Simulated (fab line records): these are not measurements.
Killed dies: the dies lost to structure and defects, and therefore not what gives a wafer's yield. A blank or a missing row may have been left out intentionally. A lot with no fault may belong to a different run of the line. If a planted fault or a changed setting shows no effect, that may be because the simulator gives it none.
Which tool was responsible? | flow n5 finfet | Sampling: 9 lots, 26 wafers, 5 of 1938 route steps

WHAT EACH GAUGE READ, for each wafer
N5_BEOL_M0_SAQP_OVL_MEAS_41.
lot  | measured     | on         | M0_CUT1_OVL (nm)
L150 | day 7 03:58  | overlay-01 | -0.2 0.0 0.2
L151 | day 7 10:17  | overlay-02 | -0.5 -0.6 -0.1
L152 | day 7 18:00  | overlay-01 | 1.5 1.0 1.4
L153 | day 8 02:16  | overlay-02 | 0.1 -1.3 -1.3
L154 | day 8 04:49  | overlay-02 | -0.3 -0.4 -0.6
L156 | day 8 21:58  | overlay-01 | -0.9 -0.2 -0.1
L163 | day 10 12:52 | overlay-01 | -0.1 -0.9
L164 | day 10 15:29 | overlay-02 | -0.4 0.3 0.5
L166 | day 11 10:26 | overlay-02 | 0.4 0.6 0.0

N5_BEOL_M4_RC_MEAS_101.
lot  | measured     | on        | DIBL_N (mV/V)  | DIBL_P (mV/V)  | IOFF_N (nA/um) | IOFF_P (nA/um) | ION_N (uA/um) | ION_P (uA/um) | SS_N (mV/dec)  | SS_P (mV/dec)  | VT_N (mV)   | VT_P (mV)
L150 | day 9 11:25  | prober-01 | 36.3 33.8 38.1 | 35.4 32.8 38.9 | 0.17 0.13 0.24 | 0.21 0.16 0.27 | 660 655 694   | 449 454 462   | 72.2 71.0 71.6 | 73.8 72.8 74.5 | 251 255 244 | -250 -252 -245
L151 | day 9 08:49  | prober-01 | 39.1 37.8 33.6 | 39.1 37.3 33.6 | 0.22 0.18 0.12 | 0.26 0.23 0.18 | 677 688 665   | 466 466 458   | 72.4 71.4 70.8 | 74.1 74.0 73.1 | 244 250 250 | -248 -249 -251
L152 | day 9 15:30  | prober-01 | 36.6 36.1 34.6 | 35.8 34.4 32.6 | 0.15 0.14 0.13 | 0.22 0.21 0.18 | 653 664 661   | 456 462 461   | 71.7 70.7 70.5 | 72.9 72.8 73.0 | 252 250 252 | -248 -249 -251
L153 | day 10 03:38 | prober-02 | 36.4 39.9 38.9 | 36.5 38.3 39.8 | 0.15 0.24 0.22 | 0.20 0.22 0.28 | 657 651 679   | 457 447 466   | 71.6 74.4 71.7 | 73.8 73.4 73.7 | 252 249 246 | -250 -252 -245
L154 | day 10 04:34 | prober-02 | 35.8 30.4 38.4 | 34.3 29.2 38.8 | 0.14 0.08 0.20 | 0.16 0.11 0.22 | 661 648 686   | 447 445 460   | 71.6 70.2 71.7 | 72.3 70.8 73.7 | 253 259 246 | -253 -259 -250
L156 | day 10 20:03 | prober-01 | 37.7 36.1 38.8 | 36.5 35.0 37.2 | 0.17 0.15 0.21 | 0.21 0.20 0.25 | 657 664 681   | 454 457 464   | 72.8 71.1 72.5 | 74.1 73.9 74.4 | 248 248 245 | -252 -251 -251
L163 | day 12 15:27 | prober-02 | 39.0 35.4      | 40.1 35.7      | 0.21 0.13      | 0.25 0.17      | 684 653       | 464 452       | 72.2 71.6      | 73.8 72.6      | 248 254     | -249 -255
L164 | day 13 09:29 | prober-02 | 35.5 34.2 37.4 | 35.2 34.1 36.8 | 0.15 0.12 0.19 | 0.21 0.18 0.22 | 669 669 668   | 460 459 456   | 72.0 71.5 73.1 | 72.5 72.3 73.3 | 250 255 247 | -250 -251 -249
L166 | day 13 16:30 | prober-01 | 36.7 37.6 35.3 | 36.9 36.4 34.9 | 0.18 0.17 0.13 | 0.19 0.18 0.17 | 676 668 651   | 455 445 452   | 71.4 71.6 70.8 | 74.0 73.9 72.3 | 246 247 251 | -254 -255 -256

EACH LOT AND THE TOOL THAT RAN IT (in order: tool; ch and the chambers of the sampled wafers; start)
lot  | N5_BEOL_M0_SAQP_ETCH_88            | N5_BEOL_M0_SAQP_CUT_ETCH_46        | N5_BEOL_M0_SAQP_ETCH_49
L150 | rie diel-03 ch 0,1,3, day 7 04:06  | rie diel-03 ch 0,1,3, day 7 04:08  | rie diel-03 ch 0,1,3, day 7 04:59
L151 | rie diel-06 ch 0,2, day 7 10:42    | rie diel-06 ch 0,2, day 7 10:45    | rie diel-06 ch 0,2,3, day 7 12:03
L152 | rie diel-06 ch 1,2, day 7 18:07    | rie diel-06 ch 1,2, day 7 18:10    | rie diel-06 ch 0,1,3, day 7 18:54
L153 | rie diel-03 ch 0,2,3, day 8 02:24  | rie diel-03 ch 0,2,3, day 8 02:27  | rie diel-06 ch 1,2, day 8 03:11
L154 | rie diel-03 ch 0,3, day 8 04:56    | rie diel-03 ch 0,3, day 8 04:59    | rie diel-06 ch 0,1,2, day 8 05:45
L156 | rie diel-01 ch 0,2,3, day 8 22:05  | rie diel-01 ch 0,2,3, day 8 22:08  | rie diel-03 ch 1,3, day 8 22:55
L163 | rie diel-06 ch 2,3, day 10 13:00   | rie diel-06 ch 2,3, day 10 13:03   | rie diel-01 ch 2,3, day 10 14:11
L164 | rie diel-01 ch 1,2,3, day 10 15:37 | rie diel-01 ch 1,2,3, day 10 15:40 | rie diel-06 ch 0,1,2, day 10 16:23
L166 | rie diel-03 ch 0,1,3, day 11 10:33 | rie diel-03 ch 0,1,3, day 11 10:36 | rie diel-03 ch 0,2,3, day 11 11:25
- N5_BEOL_M0_SAQP_ETCH_88: etches underlayer in N2/H2, target depth 6.5 nm, time 5.2 s.
- N5_BEOL_M0_SAQP_CUT_ETCH_46: etches SOC in N2/H2, target depth 135 nm, overetch 27 nm, time 202.5 s.
- N5_BEOL_M0_SAQP_ETCH_49: etches SiO2 in CF4/O2, target depth 37 nm.

WHAT THE TOOLS THEMSELVES READ (means of the sampled wafers that have a number; where no wafer has one, the mark that the record gives instead)
N5_BEOL_M0_SAQP_ETCH_88.
lot  | tool        | drypump motor current A (A) | etch rf on time s (s) | oes product au (a.u.) | rf fwd power W (W) | rf vpp V (V) | showerhead plenum p Torr (Torr) | throttle valve pct (%)
L150 | rie diel-03 | 6.1                         | 5.20                  | 0.64                  | 819.0              | 523          | 2.51                            | 17.96
L151 | rie diel-06 | 5.9                         | 5.04                  | 0.62                  | 819.3              | 521          | 2.47                            | 18.02
L152 | rie diel-06 | 5.9                         | 5.15                  | 0.64                  | 818.8              | 525          | 2.56                            | 18.12
L153 | rie diel-03 | 6.0                         | 5.23                  | 0.64                  | 818.9              | 526          | 2.58                            | 17.90
L154 | rie diel-03 | 5.7                         | 5.16                  | 0.65                  | 816.1              | 525          | 2.59                            | 18.01
L156 | rie diel-01 | 5.4                         | 5.27                  | 0.61                  | 822.4              | 525          | 2.58                            | 18.25
L163 | rie diel-06 | 5.8                         | 4.08                  | 0.86                  | 820.2              | 520          | 2.41                            | 17.81
L164 | rie diel-01 | 5.4                         | 5.22                  | 0.67                  | 819.7              | 526          | 2.60                            | 18.09
L166 | rie diel-03 | 6.1                         | 5.14                  | 0.63                  | 818.5              | 522          | 2.50                            | 18.02

N5_BEOL_M0_SAQP_CUT_ETCH_46.
lot  | tool        | drypump motor current A (A) | rf fwd power W (W) | rf vpp V (V) | showerhead plenum p Torr (Torr) | throttle valve pct (%)
L150 | rie diel-03 | 6.1                         | 836.7              | 523          | 2.51                            | 17.92
L151 | rie diel-06 | 5.9                         | 836.8              | 522          | 2.47                            | 17.98
L152 | rie diel-06 | 5.9                         | 836.4              | 526          | 2.56                            | 18.07
L153 | rie diel-03 | 5.9                         | 839.7              | 525          | 2.58                            | 17.89
L154 | rie diel-03 | 5.8                         | 836.4              | 524          | 2.59                            | 17.97
L156 | rie diel-01 | 5.4                         | 836.4              | 524          | 2.58                            | 18.19
L163 | rie diel-06 | 5.8                         | 836.2              | 520          | 2.41                            | 17.72
L164 | rie diel-01 | 5.5                         | 836.3              | 526          | 2.59                            | 18.04
L166 | rie diel-03 | 6.1                         | 836.4              | 522          | 2.50                            | 17.97

N5_BEOL_M0_SAQP_ETCH_49.
lot  | tool        | drypump motor current A (A) | oes product au (a.u.) | rf fwd power W (W) | rf vpp V (V) | showerhead plenum p Torr (Torr) | throttle valve pct (%)
L150 | rie diel-03 | 6.1                         | 0.75                  | 532.6              | 240          | 2.18                            | 15.9
L151 | rie diel-06 | 6.0                         | 0.75                  | 533.1              | 233          | 2.11                            | 15.9
L152 | rie diel-06 | 6.3                         | 0.81                  | 531.9              | 233          | 2.16                            | 15.6
L153 | rie diel-06 | 5.9                         | 0.77                  | 532.4              | 243          | 2.22                            | 16.2
L154 | rie diel-06 | 6.2                         | 0.78                  | 531.1              | 238          | 2.20                            | 15.9
L156 | rie diel-03 | 6.5                         | 0.72                  | 531.9              | 237          | 2.12                            | 16.0
L163 | rie diel-01 | 5.4                         | 0.73                  | 532.0              | 242          | 2.25                            | 16.1
L164 | rie diel-06 | 6.2                         | 0.86                  | 532.3              | 239          | 2.19                            | 15.7
L166 | rie diel-03 | 5.9                         | 0.72                  | 531.0              | 247          | 2.23                            | 16.0

THE ANSWER, worked out from the rows above alone
Rule: usual is defined by the lots themselves. Put in order of their means at a reading, lots are off if they are a third of the lots or fewer, leave a main group of 4 or more, and stand apart from it by a gap of 3 or more times the standard deviation of the main group's means; of several such gaps the widest counts. The tables above print the reading to a certain number of digits; a main group whose means all agree to those digits is not used. A lot without any number at a reading at which 4 lots or more have one is off too. Any other lot the step has rows for is counted as sound. The gauges are gone through in route order, then the tools' own readings, and for those a lot's mean is taken as printed above. At the first step where some lot is off, the reading lying furthest off is the one used; lots without a number count as furthest.
Off: L163 (N5_BEOL_M0_SAQP_ETCH_88, etch rf on time s). Mean 5.18 s and standard deviation 0.066 in the main group.
A tool fits if, at that step or a process step before it, it ran every lot that is off, and no sound lot after the first of them. One fits: N5_BEOL_M0_SAQP_ETCH_88 on rie diel-06. A fault onset in the window from L152 (day 7 18:07, its last sound lot) to L163 (day 10 13:00, its first lot off) fits.
The tool's own readings at N5_BEOL_M0_SAQP_ETCH_88 bear it out: on the lots that are off they differ by more than 5 times the standard deviation of the sound lots' means. etch rf on time s reads 4.08 s there against 5.18 s on the sound lots; oes product au reads 0.86 a.u. there against 0.64 a.u. on the sound lots.

WHAT THE SIMULATOR HAD PUT IN
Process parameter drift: rie diel-06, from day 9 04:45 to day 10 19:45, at N5_BEOL_M0_SAQP_ETCH_88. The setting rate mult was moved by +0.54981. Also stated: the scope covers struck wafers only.
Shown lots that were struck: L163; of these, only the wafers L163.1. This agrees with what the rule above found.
